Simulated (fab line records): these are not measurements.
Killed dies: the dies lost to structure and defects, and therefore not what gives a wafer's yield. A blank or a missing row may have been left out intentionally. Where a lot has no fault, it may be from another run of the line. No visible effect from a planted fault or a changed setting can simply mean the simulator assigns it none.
Chamber matching | flow nandHarc | NHARC_A_SLIT_DEP_25 on pecvd-04 has 3 sister chambers
The step deposits SiO2, target thk 200 nm. 3 wafers are shown with their chamber, then 7 later ones without.

== WAFERS PAIRED WITH THEIR CHAMBERS ==
wafer  | chamber | throttleValvePct (%)
L088.6 | 1       | 14.8
L092.1 | 2       | 15.7
L092.4 | 0       | 15.6

== WAFERS WITH NO CHAMBER GIVEN ==
wafer  | throttleValvePct (%)
L092.5 | 15.6
L095.2 | 15.6
L095.5 | 15.6
L095.6 | 15.9
L097.1 | 15.9
L097.5 | 15.1
L097.6 | 15.6

== EACH ONE'S CHAMBER ==
wafer  | from the rows above          | in truth
L092.5 | can't be placed: 0 or 2      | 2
L095.2 | can't be placed: 0 or 2      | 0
L095.5 | can't be placed: 0 or 2      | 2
L095.6 | can't be placed: 2 or 0      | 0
L097.1 | can't be placed: 2 or 0      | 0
L097.5 | can't be placed: 1 or 0 or 2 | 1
L097.6 | can't be placed: 0 or 2      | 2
Correctly placed: 0 of 7. Not placeable from these rows: 7 (in 7, the candidates include the true chamber). 0 placed wrongly.
How it was worked out, from the rows above alone: a wafer's distance from a chamber is the root of the sum, over the readings, of the square of ((its reading less the chamber's mean) divided by the reading's scatter). If the next closest chamber is less than 2 further off than the closest, the wafer can't be placed; otherwise it belongs to the closest. For every chamber, the mean is computed from those of its wafers that are shown. The scatter (one wafer shown for each chamber): square how far every hidden wafer sits from the nearest shown wafer, average those squares and take the square root.
